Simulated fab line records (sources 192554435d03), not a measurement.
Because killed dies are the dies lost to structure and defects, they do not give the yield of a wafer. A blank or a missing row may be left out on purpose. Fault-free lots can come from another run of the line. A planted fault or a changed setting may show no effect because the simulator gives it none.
Chamber matching -- flow n5_finfet -- N5_SDB_CUT_ETCH_26 on rie_si-03: 4 sister chambers
The step etches Si in HBr/Cl2/O2, target depth 129.6 nm, bt time 20 s, time 51.8 s. 20 wafers are shown with their chamber, then 10 later ones without.

## WAFERS PAIRED WITH THEIR CHAMBERS
wafer,chamber,throttle_valve_pct (%),he_backside_leak_sccm (sccm),drypump_motor_current_A (A)
L074.3,2,37.7,2.5,5.5
L074.4,1,37.8,2.6,5.8
L074.5,1,37.9,2.5,5.8
L075.3,0,36.9,2.6,5.6
L075.4,1,37.8,2.4,5.8
L075.6,2,37.7,2.5,5.5
L078.1,0,36.9,2.7,5.6
L078.4,2,37.6,2.5,5.5
L078.5,1,37.8,2.4,5.8
L080.1,2,37.7,2.6,5.5
L080.4,3,37.7,3.5,5.8
L080.5,1,37.8,2.4,5.8
L084.2,3,37.7,3.4,5.8
L084.5,1,37.8,2.5,5.8
L084.6,0,36.9,2.7,5.7
L085.2,0,36.9,2.8,5.7
L085.3,2,37.7,2.5,5.4
L085.5,0,36.9,2.6,5.7
L086.2,2,37.7,2.6,5.5
L086.3,1,37.8,2.3,5.8

SIGNATURES (averages over the wafers above)
reading,chamber 0,chamber 1,chamber 2,chamber 3,scatter within a chamber
throttle_valve_pct,36.900,37.814,37.683,37.700,0.0325
he_backside_leak_sccm,2.680,2.443,2.533,3.450,0.0804
drypump_motor_current_A,5.660,5.800,5.483,5.800,0.0356
Rule: a wafer lies at a distance from a chamber equal to the root of the sum of squares, over the readings, of (its reading less the chamber's mean, divided by the reading's scatter). The wafer belongs to the nearest chamber; if the next one is less than 2 further off, it can't be placed. How the scatter is found: for the shown wafers, subtract from each reading the mean of its chamber, square and add these, divide the total by (wafers less chambers), then take the root.

## WAFERS MISSING THEIR CHAMBER
wafer,throttle_valve_pct (%),he_backside_leak_sccm (sccm),drypump_motor_current_A (A)
L086.6,37.8,2.3,5.8
L088.1,37.8,2.5,5.8
L088.2,37.7,3.2,5.8
L088.3,37.7,2.5,5.5
L091.1,37.7,2.4,5.5
L091.4,37.8,2.3,5.8
L091.5,37.8,2.4,5.8
L096.1,37.9,2.5,5.8
L096.3,37.7,3.5,5.8
L096.5,37.7,2.6,5.4

## CHAMBER TAKEN BY EACH
wafer,from the rows above,in truth
L086.6,1,1
L088.1,1,1
L088.2,3,3
L088.3,2,2
L091.1,2,2
L091.4,1,1
L091.5,1,1
L096.1,1,1
L096.3,3,3
L096.5,2,2
10 of 10 placed correctly. Number that these rows cannot place: 0. 0 placed wrongly.
